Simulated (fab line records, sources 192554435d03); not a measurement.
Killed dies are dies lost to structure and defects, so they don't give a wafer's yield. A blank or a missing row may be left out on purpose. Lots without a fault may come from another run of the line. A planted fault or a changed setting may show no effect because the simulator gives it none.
fab line records | flow n5_finfet
record lots=5 wafers=15 last_day=19
route steps=1938 shown BEOL_M5@1182 BEOL_M6@1194
lots that met no fault: from a run of the same line without faults
start_h: hours from the record's first day to the start of the lot's first wafer shown | wait_h: hours since the lot's step before | " the same as in the row above | L1.1+2: a row that stands for several wafers | - no value, or no start given | * or withheld: withheld | < > ~ a bound
route shown NAME@n: a module of which the file shows steps, and the number in the route of the first | usual: mean/standard deviation of fault-free wafers | same: alike in all rows | chamber/n: place in a boat | sites: the reading at each site | _std_site: their standard deviation | _edge_site: outer sites' mean less inner sites' | radius_mm: how far each site lies from the wafer's centre | mask NAME#n: copy n | behind: the tool/chamber that last shaped the wafer | hold: why the lot was held/for how many hours/how that ended | device: the transistor (n, p or np) that didn't switch | end of line: the same wafers' tests at the end of the route | a step without rows: its recipe alone | killed: dies lost to structure and defects at the first sort, not the wafer's yield | map: a wafer's dies, x killed, . not, _ none there
set.NAME: the setting as run; set.NAME@STEP: as run at that earlier step | model.NAME: the simulator's own value behind a step, which no gauge read
lots at some steps of the route; a table a step, a row a wafer
services: from which hour (start_h, from the record's first day; less than 0 if before it) a tool's chamber was out of use, for how many hours, and why
## steps
# step N5_BEOL_M5_ANNEAL_89
# recipe temp_c=400 time_s=1800 ambient=vacuum
# usual heater_power_w=831/81
# columns lot.wafer tool chamber start_h wait_h heater_power_w
L075.3 pvd_sputter-01 - 196.36 0.0 928
L075.4 " - " " 710
L075.6 " - " " 934
L078.2 pvd_sputter-03 - 213.45 0.0 821
L078.4 " - " " 737
L078.5 " - " " 736
L079.1 pvd_sputter-02 - 215.06 0.0 827
L079.2 " - " " 813
L079.5 " - " " 927
L090.1 pvd_sputter-02 - 288.87 0.0 795
L090.2 " - " " 818
L090.5 " - " " 819
L097.4 pvd_sputter-02 - 346.40 0.0 768
L097.5 " - " " 827
L097.6 " - " " 914
# step N5_BEOL_M5_SPUTTER_90
# recipe material=Cu target_thk_a=45 temp_c=-20 chamber_pressure_pa=0.07 power_w=withheld time_s=8.29
# usual throttle_valve_pct=30.3/1.3
# columns lot.wafer tool chamber start_h wait_h throttle_valve_pct
L075.3 pvd_sputter-01 - 197.36 0.5 31.1
L075.4 " - " " 31.2
L075.6 " - " " 31.1
L078.2 pvd_sputter-03 - 214.54 0.5 30.7
L078.4 " - " " 29.5
L078.5 " - " " 29.4
L079.1 pvd_sputter-02 - 216.07 0.5 29.2
L079.2 " - " " 29.0
L079.5 " - " " 29.4
L090.1 pvd_sputter-02 - 289.87 0.5 29.1
L090.2 " - " " 28.8
L090.5 " - " " 28.8
L097.4 pvd_sputter-02 - 347.40 0.5 29.4
L097.5 " - " " 28.9
L097.6 " - " " 29.3
# step N5_BEOL_M5_ECD_50
# recipe material=Cu target_thk_a=3000
# columns lot.wafer tool chamber start_h wait_h
L075.3+4+6 ecd_cu-02 1,0,0 197.50 0.1
L078.2+4+5 ecd_cu-01 1,0,0 214.67 0.1
L079.1+2+5 ecd_cu-02 0,1,0 216.18 0.1
L090.1+2+5 ecd_cu-02 0,1,0 289.99 0.1
L097.4+5+6 ecd_cu-01 0,0,1 347.54 0.1
# step N5_BEOL_M5_ANNEAL_51
# recipe temp_c=225 time_s=90 ambient=N2
# usual wafer_temp_C_max=226.7/0.45
# columns lot.wafer tool chamber start_h wait_h wafer_temp_C_max
L075.3 rtp_anneal-02 0 197.66 0.1 226.3
L075.4 " 0 " " 226.3
L075.6 " 0 " " 226.5
L078.2 rtp_anneal-01 0 214.80 0.1 227.6
L078.4 " 0 " " 227.0
L078.5 " 0 " " 227.7
L079.1 rtp_anneal-02 0 216.27 0.1 226.2
L079.2 " 0 " " 226.4
L079.5 " 0 " " 226.7
L090.1 rtp_anneal-02 0 290.08 0.1 226.6
L090.2 " 0 " " 226.3
L090.5 " 0 " " 226.4
L097.4 rtp_anneal-01 0 347.74 0.2 226.4
L097.5 " 0 " " 226.9
L097.6 " 0 " " 226.5
# step N5_BEOL_M5_CMP_52
# recipe stop_on=SiCOH_lowk t_overpolish_s=6.9 down_force_psi=1 platen_rpm=50 clearing_platen_down_force_psi=1.5 clearing_platen_rpm=50 post_cmp_clean=cu_alkaline target_thk_nm=62 clearing_platen_pad_velocity_m_s=0.99484 pad_velocity_m_s=0.99484
# usual barrier_field_endpoint_s=24.7/0.62 motor_current_A=5.9/0.58 overpolish_run_s=6.900/0.0096 retaining_ring_pressure_frac=0.999/0.0048 time_to_endpoint_s=63/3.3
# same t_overpolish_s=6.9
# columns lot.wafer tool chamber start_h wait_h barrier_field_endpoint_s motor_current_A overpolish_run_s retaining_ring_pressure_frac time_to_endpoint_s
L075.4 cmp-02 1 198.16 0.4 25.1 5.6 6.901 1.001 66
L075.3 " 2 " " 25.4 6.0 6.896 0.995 69
L075.6 " 0 " " 24.8 6.4 6.890 1.004 64
L078.2 cmp-04 0 215.05 0.2 24.3 5.5 6.886 1.001 65
L078.4 " 1 " " 25.2 6.6 6.896 1.004 65
L078.5 " 0 " " 24.5 5.7 6.884 1.002 60
L079.1 cmp-01 1 216.62 0.3 24.8 6.0 6.907 0.994 64
L079.2 " 3 " " 24.5 6.6 6.894 0.992 64
L079.5 " 1 " " 24.9 6.0 6.899 1.003 63
L090.2 cmp-02 0 290.45 0.3 24.4 6.5 6.900 0.997 64
L090.1 " 1 " " 24.3 5.4 6.898 1.005 61
L090.5 " 3 " " 26.0 5.7 6.889 0.989 69
L097.4 cmp-01 1 348.03 0.2 25.3 5.8 6.908 1.002 64
L097.5 " 2 " " 24.7 5.3 6.899 0.997 60
L097.6 " 3 " " 25.0 5.9 6.911 1.000 63
# step N5_BEOL_M5_THK_MEAS_53
# recipe thk_meas_gauge=xrf reads=Cu_of_BEOL_M5_ECD_50
# usual M5_THK=62.0/1.9
# columns lot.wafer tool chamber start_h wait_h M5_THK[nm]
L075.3 film_metro-02 - 198.42 - 62.2
L075.4 " - " " 64.5
L075.6 " - " " 63.9
L078.2 film_metro-01 - 215.35 - 61.4
L078.4 " - " " 63.0
L078.5 " - " " 59.0
L079.1 film_metro-01 - 216.88 - 60.7
L079.2 " - " " 64.1
L079.5 " - " " 60.6
L090.1 film_metro-02 - 290.67 - 63.9
L090.2 " - " " 64.7
L090.5 " - " " 66.6
L097.4 film_metro-01 - 348.21 - 64.7
L097.5 " - " " 60.9
L097.6 " - " " 63.3
# step N5_BEOL_M5_PRE_CLEAN_77
# recipe gas=NH3/H2 time_s=15 temp_c=* rf_power_w=300
# usual heater_power_w=88/16
# columns lot.wafer tool chamber start_h wait_h heater_power_w
L075.3 cvd_co-02 2 198.46 0.0 95
L075.4 " 0 " " 86
L075.6 " 2 " " 97
L078.2 cvd_co-01 1 215.38 0.0 70
L078.4 " 0 " " 76
L078.5 " 2 " " 77
L079.1 cvd_co-01 1 216.91 0.0 69
L079.2 " 0 " " 73
L079.5 " 0 " " 76
L090.1 cvd_co-01 2 290.97 0.3 75
L090.2 " 1 " " 70
L090.5 " 0 " " 77
L097.4 cvd_co-01 2 348.27 0.1 75
L097.5 " 1 " " 71
L097.6 " 0 " " 74
# step N5_BEOL_M5_CO_CAP_78
# recipe material=Co target_thk_a=20 temp_c=200 precursor=CCTBA/H2 pressure_torr=30 time_s=102.1
# usual heater_power_w=239/20
# columns lot.wafer tool chamber start_h wait_h heater_power_w
L075.3 cvd_co-02 2 198.50 0.0 252
L075.4 " 0 " " 241
L075.6 " 2 " " 252
L078.2 cvd_co-01 1 215.42 0.0 213
L078.4 " 0 " " 225
L078.5 " 2 " " 223
L079.1 cvd_co-01 1 216.95 0.0 217
L079.2 " 0 " " 220
L079.5 " 0 " " 220
L090.1 cvd_co-01 2 291.01 0.0 223
L090.2 " 1 " " 222
L090.5 " 0 " " 221
L097.4 cvd_co-01 2 348.32 0.0 217
L097.5 " 1 " " 209
L097.6 " 0 " " 226
# step N5_BEOL_M5_PRE_CLEAN_55
# recipe gas=NH3 time_s=15 temp_c=withheld rf_power_w=300
# columns lot.wafer tool chamber start_h wait_h
L075.3+4+6 pecvd-04 1,2,0 198.59 0.1
L078.2+4+5 pecvd-04 1,1,0 215.51 0.1
L079.1+2+5 pecvd-04 1,0,0 217.04 0.1
L090.1+2+5 pecvd-03 2,0,1 291.10 0.1
L097.4+5+6 pecvd-03 1,2,0 348.40 0.0
# step N5_BEOL_M5_DEP_56
# recipe material=SiCN target_thk_a=80 temp_c=withheld precursor=3MS/NH3 pressure_torr=3 rf_w=202 time_s=14
# usual showerhead_plenum_p_Torr=3.669/0.013 throttle_valve_pct=9.1/0.53
# columns lot.wafer tool chamber start_h wait_h showerhead_plenum_p_Torr throttle_valve_pct
L075.3 pecvd-04 1 198.61 0.0 3.678 9.2
L075.4 " 2 " " 3.672 8.7
L075.6 " 0 " " 3.640 10.1
L078.2 pecvd-04 1 215.54 0.0 3.674 9.6
L078.4 " 1 " " 3.679 9.3
L078.5 " 0 " " 3.653 10.2
L079.1 pecvd-04 1 217.07 0.0 3.680 9.4
L079.2 " 0 " " 3.635 10.4
L079.5 " 0 " " 3.643 10.1
L090.1 pecvd-03 2 291.13 0.0 3.672 8.3
L090.2 " 0 " " 3.668 8.7
L090.5 " 1 " " 3.672 8.2
L097.4 pecvd-03 1 348.43 0.0 3.669 8.7
L097.5 " 2 " " 3.683 8.4
L097.6 " 0 " " 3.666 9.0
# step N5_BEOL_M5_RS_MEAS_57
# recipe thk_meas_gauge=four-point-probe reads=Co_of_BEOL_M5_CO_CAP_78+Cu_of_BEOL_M5_ECD_50+Co_of_BEOL_M5_CVD_47+TaN_of_BEOL_M5_ALD_86
# usual M5_RS=0.387/0.014
# columns lot.wafer tool chamber start_h wait_h M5_RS[ohm/sq]
L075.3 film_metro-02 - 198.68 0.1 0.388
L075.4 " - " " 0.373
L075.6 " - " " 0.375
L078.2 film_metro-01 - 215.61 0.1 0.390
L078.4 " - " " 0.378
L078.5 " - " " 0.408
L079.1 film_metro-02 - 217.14 0.0 0.391
L079.2 " - " " 0.368
L079.5 " - " " 0.395
L090.1 film_metro-02 - 291.19 0.0 0.373
L090.2 " - " " 0.365
L090.5 " - " " 0.353
L097.4 film_metro-01 - 348.49 0.0 0.367
L097.5 " - " " 0.395
L097.6 " - " " 0.377
# step N5_BEOL_M5_INSPECT_58
# recipe inspect_instrument=darkfield mode=post_dep
# usual raw_defect_count=67/21
# columns lot.wafer tool chamber start_h wait_h raw_defect_count
L075.3 defect_inspect-01 - 198.71 0.0 55
L075.4 " - " " 62
L075.6 " - " " 73
L078.2 defect_inspect-01 - 215.63 0.0 49
L078.4 " - " " 87
L078.5 " - " " 49
L079.1 defect_inspect-02 - 217.16 0.0 114
L079.2 " - " " 81
L079.5 " - " " 93
L090.1 defect_inspect-01 - 291.22 0.0 75
L090.2 " - " " 56
L090.5 " - " " 70
L097.4 defect_inspect-02 - 348.51 0.0 58
L097.5 " - " " 78
L097.6 " - " " 80
# step N5_BEOL_M6_ILD_DEP_00
# recipe material=SiCOH_lowk target_thk_a=1797.5 temp_c=300 precursor=DEMS/porogen pressure_torr=5 rf_w=500 time_s=33.4
# usual heater_power_w=310/53 showerhead_plenum_p_Torr=5.744/0.015 throttle_valve_pct=13.8/0.47
# columns lot.wafer tool chamber start_h wait_h heater_power_w showerhead_plenum_p_Torr throttle_valve_pct
L075.3 pecvd-01 2 198.74 0.0 243 5.749 13.7
L075.4 " 0 " " 379 5.740 14.1
L075.6 " 2 " " 242 5.753 13.5
L078.2 pecvd-01 0 215.67 0.0 377 5.719 14.5
L078.4 " 1 " " 379 5.763 14.0
L078.5 " 0 " " 371 5.709 14.3
L079.1 pecvd-01 2 217.20 0.0 269 5.760 13.8
L079.2 " 1 " " 375 5.754 14.0
L079.5 " 1 " " 374 5.743 13.9
L090.1 pecvd-03 2 291.26 0.0 241 5.749 12.8
L090.2 " 0 " " 244 5.743 13.7
L090.5 " 2 " " 251 5.736 12.6
L097.4 pecvd-01 0 348.57 0.1 384 5.718 14.3
L097.5 " 1 " " 352 5.754 14.0
L097.6 " 2 " " 291 5.754 14.0
# step N5_BEOL_M6_CURE_74
# recipe temp_c=385 time_s=240 ambient=He/Ar material=SiCOH_lowk
# usual lamp_power_pct=52.31/0.051 wafer_temp_C_max=387.0/0.73
# columns lot.wafer tool chamber start_h wait_h lamp_power_pct wafer_temp_C_max
L075.3 uv_cure-03 1 198.97 0.2 52.26 386.4
L075.4 " 1 " " 52.31 386.6
L075.6 " 1 " " 52.30 386.1
L078.2 uv_cure-03 2 216.08 0.4 52.36 387.7
L078.4 " 2 " " 52.29 388.4
L078.5 " 2 " " 52.30 388.0
L079.1 uv_cure-03 1 218.23 1.0 52.32 386.1
L079.2 " 1 " " 52.33 386.7
L079.5 " 1 " " 52.33 387.1
L090.1 uv_cure-03 1 291.82 0.5 52.40 386.3
L090.2 " 1 " " 52.34 386.0
L090.5 " 1 " " 52.25 386.4
L097.4 uv_cure-01 1 348.85 0.3 52.30 386.0
L097.5 " 1 " " 52.30 385.9
L097.6 " 1 " " 52.28 385.8
# step N5_BEOL_M6_THK_MEAS_01
# recipe reads=SiCOH_lowk_of_BEOL_M6_ILD_DEP_00
# usual M6_ILD_THK=155.3/1.8
# columns lot.wafer tool chamber start_h wait_h M6_ILD_THK[nm]
L075.3 film_metro-01 - 199.32 0.3 153.5
L075.4 " - " " 158.8
L075.6 " - " " 156.6
L078.2 film_metro-01 - 216.52 0.4 155.1
L078.4 " - " " 155.2
L078.5 " - " " 156.6
L079.1 film_metro-02 - 218.74 0.4 154.9
L079.2 " - " " 152.4
L079.5 " - " " 156.7
L090.1 film_metro-01 - 293.77 1.6 154.9
L090.2 " - " " 155.8
L090.5 " - " " 156.9
L097.4 film_metro-02 - 349.13 0.2 154.9
L097.5 " - " " 154.9
L097.6 " - " " 155.0
# step N5_BEOL_M6_PECVD_70
# recipe material=SiO2 target_thk_a=200 temp_c=400 precursor=TEOS/O2 pressure_torr=5.5 rf_w=450 teos_flow_sccm=53.8 gas=O2 flow_sccm=3000 time_s=22.7
# usual heater_power_w=751/110 showerhead_plenum_p_Torr=8.80/0.072 throttle_valve_pct=22.7/1.2
# columns lot.wafer tool chamber start_h wait_h heater_power_w showerhead_plenum_p_Torr throttle_valve_pct
L075.3 pecvd-01 1 199.36 0.0 715 8.84 22.5
L075.4 " 1 " " 724 8.84 22.2
L075.6 " 0 " " 838 8.72 22.8
L078.2 pecvd-04 2 216.56 0.0 738 8.82 21.7
L078.4 " 2 " " 730 8.84 21.8
L078.5 " 1 " " 822 8.84 23.3
L079.1 pecvd-03 0 218.78 0.0 533 8.80 21.8
L079.2 " 2 " " 731 8.84 22.8
L079.5 " 2 " " 744 8.86 22.8
L090.1 pecvd-03 1 293.81 0.0 733 8.82 21.7
L090.2 " 2 " " 707 8.85 20.3
L090.5 " 0 " " 591 8.81 21.9
L097.4 pecvd-03 1 349.18 0.1 757 8.83 21.6
L097.5 " 0 " " 572 8.83 22.1
L097.6 " 2 " " 657 8.86 20.5
# step N5_BEOL_M6_HM_DEP_02
# recipe material=TiN target_thk_a=200 temp_c=25 chamber_pressure_pa=0.49996
# usual throttle_valve_pct=30.3/1.2
# columns lot.wafer tool chamber start_h wait_h throttle_valve_pct
L075.3 pvd_sputter-02 - 200.50 1.1 28.4
L075.4 " - " " 29.5
L075.6 " - " " 29.1
L078.2 pvd_sputter-01 - 216.61 0.0 31.3
L078.4 " - " " 31.4
L078.5 " - " " 31.3
L079.1 pvd_sputter-02 - 218.85 0.0 29.5
L079.2 " - " " 28.8
L079.5 " - " " 28.7
L090.1 pvd_sputter-03 - 297.26 3.4 30.5
L090.2 " - " " 31.0
L090.5 " - " " 29.5
L097.4 pvd_sputter-02 - 351.54 2.3 29.2
L097.5 " - " " 29.3
L097.6 " - " " 29.4
# step N5_BEOL_M6_COAT_59
# recipe resist=SOC temp_c=250 time_s=60 spin_rpm=1500 resist_thk_nm=100
# columns lot.wafer tool chamber start_h wait_h
L075.3+4+6 litho_track-05 0 200.63 0.1
L078.2+4+5 litho_track-03 0 216.74 0.1
L079.1+2+5 litho_track-03 0 218.97 0.1
L090.1+2+5 litho_track-03 0 297.39 0.1
L097.4+5+6 litho_track-05 0 351.67 0.1
# step N5_BEOL_M6_COAT_60
# recipe resist=SiARC temp_c=220 time_s=60 spin_rpm=1500 resist_thk_nm=35
# columns lot.wafer tool chamber start_h wait_h
L075.3+4+6 litho_track-05 0 - -
L078.2+4+5 litho_track-03 0 - -
L079.1+2+5 litho_track-03 0 - -
L090.1+2+5 litho_track-03 0 - -
L097.4+5+6 litho_track-05 0 - -
# step N5_BEOL_M6_COAT_05
# recipe resist=CAR-ArF spin_rpm=1500 resist_thk_nm=90
# columns lot.wafer tool chamber start_h wait_h
L075.3+4+6 litho_track-05 0 - -
L078.2+4+5 litho_track-03 0 - -
L079.1+2+5 litho_track-03 0 - -
L090.1+2+5 litho_track-03 0 - -
L097.4+5+6 litho_track-05 0 - -
# step N5_BEOL_M6_EBR_07
# recipe solvent=PGMEA ebr_width_mm=1.5
# columns lot.wafer tool chamber start_h wait_h
L075.3+4+6 litho_track-05 0 - -
L078.2+4+5 litho_track-03 0 - -
L079.1+2+5 litho_track-03 0 - -
L090.1+2+5 litho_track-03 0 - -
L097.4+5+6 litho_track-05 0 - -
# step N5_BEOL_M6_SOFTBAKE_06
# recipe temp_c=110 time_s=60 resist=CAR-ArF
# columns lot.wafer tool chamber start_h wait_h
L075.3+4+6 litho_track-05 0 - -
L078.2+4+5 litho_track-03 0 - -
L079.1+2+5 litho_track-03 0 - -
L090.1+2+5 litho_track-03 0 - -
L097.4+5+6 litho_track-05 0 - -
# step N5_BEOL_M6_EXPOSE_08
# recipe mask_id=M6 na=1.35 source_shape=dipole sigma_inner=0.817 sigma_outer=0.97 polarization=te dose_mj=68.25
# usual stage_vel_mm_s=499.99/0.24
# same sigma_inner=0.817
# columns lot.wafer tool chamber start_h wait_h mask stage_vel_mm_s
L075.3 arfi_scanner-01 0 200.88 - M6#0 500.11
L075.4 " 0 " " M6#0 500.21
L075.6 " 0 " " M6#0 500.29
L078.2 arfi_scanner-01 0 216.99 - M6#0 500.15
L078.4 " 0 " " M6#0 500.34
L078.5 " 0 " " M6#0 500.05
L079.1 arfi_scanner-01 0 219.09 - M6#0 500.09
L079.2 " 0 " " M6#0 500.33
L079.5 " 0 " " M6#0 499.85
L090.1 arfi_scanner-01 0 297.63 - M6#0 500.10
L090.2 " 0 " " M6#0 500.30
L090.5 " 0 " " M6#0 500.10
L097.4 arfi_scanner-03 0 351.93 - M6#0 500.02
L097.5 " 0 " " M6#0 499.80
L097.6 " 0 " " M6#0 500.33
# step N5_BEOL_M6_PEB_09
# recipe peb_temp_c=withheld peb_time_s=60 resist=CAR-ArF
# columns lot.wafer tool chamber start_h wait_h
L075.3+4+6 litho_track-04 0 200.94 0.0
L078.2+4+5 litho_track-04 0 217.05 0.0
L079.1+2+5 litho_track-03 0 219.15 0.1
L090.1+2+5 litho_track-04 0 297.69 0.1
L097.4+5+6 litho_track-03 0 351.98 0.0
# step N5_BEOL_M6_DEVELOP_10
# recipe develop_time_s=30 developer=TMAH resist=CAR-ArF rinse_liquid=diw dry=air_spin dev_temp_c=23
# usual developer_temp_C=22.97/0.12
# columns lot.wafer tool chamber start_h wait_h developer_temp_C
L075.3 litho_track-04 0 - - 23.03
L075.4 " 0 " " 22.93
L075.6 " 0 " " 22.78
L078.2 litho_track-04 0 - - 22.90
L078.4 " 0 " " 23.00
L078.5 " 0 " " 22.93
L079.1 litho_track-03 0 - - 23.17
L079.2 " 0 " " 23.21
L079.5 " 0 " " 23.19
L090.1 litho_track-04 0 - - 23.05
L090.2 " 0 " " 23.03
L090.5 " 0 " " 23.07
L097.4 litho_track-03 0 - - 23.00
L097.5 " 0 " " 22.98
L097.6 " 0 " " 22.83
# step N5_BEOL_M6_CD_MEAS_11
# recipe target_cd_nm=38.5 landing_energy_ev=500 detector=se_inlens polarity=opening
# usual cd_nm=38.4/0.55
# same landing_energy_ev=500
# columns lot.wafer tool chamber start_h wait_h cd_nm
L075.3 cd_sem-02 0 201.00 - 39.5
L075.4 " 0 " " 38.2
L075.6 " 0 " " 38.4
L078.2 cd_sem-03 0 217.11 - 37.8
L078.4 " 0 " " 38.8
L078.5 " 0 " " 38.6
L079.1 cd_sem-03 0 219.22 - 38.1
L079.2 " 0 " " 37.3
L079.5 " 0 " " 38.2
L090.1 cd_sem-03 0 297.76 - 38.9
L090.2 " 0 " " 39.0
L090.5 " 0 " " 38.4
L097.4 cd_sem-01 0 352.05 - 37.8
L097.5 " 0 " " 38.3
L097.6 " 0 " " 37.5
# step N5_BEOL_M6_OVL_MEAS_12
# recipe points_per_wafer=44
# usual M6_OVL=0.4/0.77
# columns lot.wafer tool chamber start_h wait_h M6_OVL[nm]
L075.3 overlay-01 0 201.03 0.0 1.2
L075.4 " 0 " " 0.4
L075.6 " 0 " " 0.8
L078.2 overlay-01 0 217.14 0.0 -0.1
L078.4 " 0 " " 1.3
L078.5 " 0 " " -0.4
L079.1 overlay-02 0 219.25 0.0 0.2
L079.2 " 0 " " 0.7
L079.5 " 0 " " -0.3
L090.1 overlay-02 0 297.80 0.0 -0.8
L090.2 " 0 " " 0.0
L090.5 " 0 " " 0.5
L097.4 overlay-02 0 352.07 0.0 0.9
L097.5 " 0 " " 1.3
L097.6 " 0 " " 0.8
# step N5_BEOL_M6_INSPECT_13
# recipe mode=adi inspect_instrument=brightfield
# usual raw_defect_count=390/84
# columns lot.wafer tool chamber start_h wait_h raw_defect_count
L075.3 defect_inspect-02 - 201.06 0.0 298
L075.4 " - " " 332
L075.6 " - " " 518
L078.2 defect_inspect-02 - 217.17 0.0 423
L078.4 " - " " 506
L078.5 " - " " 462
L079.1 defect_inspect-02 - 219.27 0.0 478
L079.2 " - " " 491
L079.5 " - " " 610
L090.1 defect_inspect-01 - 297.82 0.0 316
L090.2 " - " " 292
L090.5 " - " " 414
L097.4 defect_inspect-01 - 352.10 0.0 247
L097.5 " - " " 270
L097.6 " - " " 422
# step N5_BEOL_M6_DESCUM_16
# recipe chemistry=O2 time_s=7.9 source_power_w=50 bias_power_w=20 pressure_mtorr=20 rf_frequency_hz=2.712e+07 temp_c=40 resist=CAR-ArF o2_flow_sccm=225
# usual chamber_pressure_mTorr=19.998/0.018 drypump_motor_current_A=5.6/0.47 oes_product_au=0.80/0.084 rf_vpp_V=243.4/1.4 showerhead_plenum_p_Torr=2.11/0.08 throttle_valve_pct=20.43/0.26
# columns lot.wafer tool chamber start_h wait_h chamber_pressure_mTorr drypump_motor_current_A oes_product_au rf_hours_counter_h rf_vpp_V showerhead_plenum_p_Torr throttle_valve_pct
L075.3 rie_diel-04 1 201.09 0.0 20.024 5.9 0.72 182 242.6 2.16 20.14
L075.4 " 2 " " 20.032 5.8 0.79 94 243.4 2.12 20.58
L075.6 " 2 " " 20.020 5.8 0.79 - 243.6 2.12 20.59
L078.2 rie_diel-04 0 217.47 0.3 19.997 4.7 0.83 90 242.6 2.10 20.16
L078.4 " 2 " " 19.966 5.8 0.78 101 243.3 2.12 20.58
L078.5 " 3 " " 19.984 5.8 0.75 - 241.8 2.00 20.59
L079.1 rie_diel-05 0 219.31 0.0 20.026 6.4 0.74 179 241.6 1.99 20.37
L079.2 " 2 " " 19.971 5.2 0.92 25 247.4 2.22 19.97
L079.5 " 3 " " 20.005 5.5 0.68 - 243.0 2.15 20.81
L090.1 rie_diel-04 2 297.86 0.0 19.978 5.8 0.76 125 243.7 2.11 20.61
L090.2 " 1 " " 20.002 5.9 0.69 218 243.6 2.15 20.21
L090.5 " 1 " " 19.995 5.9 0.70 - 242.1 2.15 20.20
L097.4 rie_diel-06 0 352.13 0.0 20.023 5.8 0.83 89 246.4 2.19 20.41
L097.5 " 2 " " 19.987 4.9 0.88 - 242.9 2.06 19.95
L097.6 " 3 " " 20.002 6.0 0.72 - 245.4 2.19 20.80
# step N5_BEOL_M6_ETCH_61
# recipe chemistry=CF4 target=SiARC target_depth_a=455 mask_material=CAR-ArF time_s=75.8 ion_energy_ev=80 pressure_mtorr=40 source_w=545 bias_w=36 Ar_flow_sccm=100 cf4_flow_sccm=100 ends=cleared
# usual chamber_pressure_mTorr=40.00/0.037 drypump_motor_current_A=5.6/0.47 etch_rf_on_time_s=74.9/1.8 oes_product_au=0.69/0.072 rf_vpp_V=184.2/1.2 showerhead_plenum_p_Torr=2.15/0.076 throttle_valve_pct=15.60/0.23
# columns lot.wafer tool chamber start_h wait_h chamber_pressure_mTorr drypump_motor_current_A etch_rf_on_time_s oes_product_au rf_hours_counter_h rf_vpp_V showerhead_plenum_p_Torr throttle_valve_pct
L075.3 rie_diel-04 1 201.12 0.0 40.01 5.9 74.3 0.63 182 185.1 2.21 15.39
L075.4 " 2 " " 40.01 5.8 72.8 0.69 94 186.0 2.16 15.66
L075.6 " 2 " " 39.99 5.8 73.1 0.69 - 183.7 2.16 15.66
L078.2 rie_diel-04 0 217.51 0.0 40.05 4.7 77.4 0.68 90 183.4 2.16 15.39
L078.4 " 2 " " 39.99 5.8 75.2 0.68 101 183.2 2.16 15.66
L078.5 " 3 " " 40.05 5.8 74.3 0.66 - 182.3 2.06 15.84
L079.1 rie_diel-05 0 219.34 0.0 39.93 6.4 77.6 0.62 179 183.0 2.04 15.62
L079.2 " 2 " " 40.02 5.2 73.5 0.79 25 183.6 2.27 15.22
L079.5 " 3 " " 39.94 5.6 76.0 0.59 - 184.3 2.19 16.02
L090.1 rie_diel-04 2 297.89 0.0 40.00 5.8 73.5 0.66 125 183.7 2.15 15.72
L090.2 " 1 " " 40.01 5.9 75.6 0.61 218 185.8 2.19 15.48
L090.5 " 1 " " 39.97 5.9 75.2 0.60 - 185.8 2.19 15.47
L097.4 rie_diel-06 0 352.17 0.0 40.03 5.8 73.1 0.71 89 185.8 2.26 15.77
L097.5 " 2 " " 39.96 5.0 74.5 0.77 - 184.0 2.10 15.05
L097.6 " 3 " " 39.99 6.0 74.3 0.63 - 183.8 2.21 15.80
# step N5_BEOL_M6_ETCH_62
# recipe chemistry=N2/H2 target=SOC target_depth_a=1100 overetch_a=220 mask_material=SiARC temp_c=40 time_s=165 ion_energy_ev=200 pressure_mtorr=30 source_w=840 bias_w=150 n2_flow_sccm=200 h2_flow_sccm=200
# usual chamber_pressure_mTorr=30.000/0.029 drypump_motor_current_A=5.6/0.47 n2_flow_sccm=199.9/0.59 oes_product_au=0.68/0.066 rf_vpp_V=524.4/2.8 showerhead_plenum_p_Torr=2.56/0.095 throttle_valve_pct=17.76/0.25
# columns lot.wafer tool chamber start_h wait_h chamber_pressure_mTorr drypump_motor_current_A n2_flow_sccm oes_product_au rf_hours_counter_h rf_vpp_V showerhead_plenum_p_Torr throttle_valve_pct
L075.3 rie_diel-04 1 201.18 0.0 30.032 5.9 200.3 0.62 182 525.9 2.63 17.64
L075.4 " 2 " " 29.988 5.8 199.0 0.67 94 525.6 2.58 18.04
L075.6 " 2 " " 29.990 5.8 199.8 0.67 - 526.0 2.58 18.06
L078.2 rie_diel-04 0 217.56 0.0 30.040 4.8 199.9 0.69 90 525.5 2.55 17.63
L078.4 " 2 " " 29.971 5.8 200.6 0.66 101 525.0 2.58 18.07
L078.5 " 3 " " 29.996 5.8 199.3 0.65 - 520.2 2.42 17.88
L079.1 rie_diel-05 0 219.40 0.0 30.055 6.4 200.5 0.62 179 520.0 2.43 17.77
L079.2 " 2 " " 29.934 5.2 199.1 0.78 25 527.6 2.68 17.20
L079.5 " 3 " " 30.025 5.6 200.4 0.58 - 525.6 2.59 18.03
L090.1 rie_diel-04 2 297.95 0.0 29.974 5.8 200.2 0.65 125 524.2 2.57 18.11
L090.2 " 1 " " 30.035 5.9 200.2 0.60 218 526.3 2.61 17.71
L090.5 " 1 " " 29.995 5.9 200.6 0.60 - 525.1 2.61 17.69
L097.4 rie_diel-06 0 352.22 0.0 30.027 5.8 200.8 0.70 89 527.4 2.69 18.00
L097.5 " 2 " " 29.969 4.9 201.3 0.76 - 521.2 2.48 17.27
L097.6 " 3 " " 30.038 6.1 199.9 0.62 - 525.2 2.65 17.97
# step N5_BEOL_M6_STRIP_68
# recipe chemistry=N2/H2 temp_c=40 n2_flow_sccm=200 h2_flow_sccm=200 rf_frequency_hz=6e+07
# columns lot.wafer tool chamber start_h wait_h
L075.3+4+6 rie_diel-04 1,2,2 201.32 0.1
L078.2+4+5 rie_diel-04 0,2,3 217.70 0.1
L079.1+2+5 rie_diel-05 0,2,3 219.54 0.1
L090.1+2+5 rie_diel-04 2,1,1 298.08 0.1
L097.4+5+6 rie_diel-06 0,2,3 352.36 0.1
## services
# columns tool chamber start_h hours kind
ecd_cu-02 - 175.01 2.4 repair
arfi_scanner-01 - 176.79 1.8 repair
cmp-02 - 185.74 1.9 repair
rie_diel-05 2 186.93 18.4 repair
pvd_sputter-02 - 189.66 6.6 repair
rie_diel-06 1 194.90 14.0 repair
cvd_co-02 1 205.20 2.7 repair
ecd_cu-02 - 218.56 0.8 repair
rie_diel-04 2 221.50 5.6 repair
pecvd-03 2 222.84 7.1 repair
arfi_scanner-01 - 226.20 1.3 pm
rie_diel-04 2 227.60 7.5 repair
pecvd-01 1 231.76 22.7 repair
rie_diel-04 - 246.59 4.3 pm
arfi_scanner-01 - 262.99 0.8 pm
rie_diel-04 3 270.27 1.4 repair
cvd_co-01 - 272.76 6.0 pm
rie_diel-05 1 276.52 6.8 repair
arfi_scanner-01 - 293.20 1.0 pm
pvd_sputter-03 - 294.50 0.8 repair
rie_diel-05 2 314.84 9.9 repair
pecvd-03 - 324.74 0.7 repair
rie_diel-04 - 349.59 0.2 repair
arfi_scanner-01 - 351.70 1.3 pm
## key
fault none
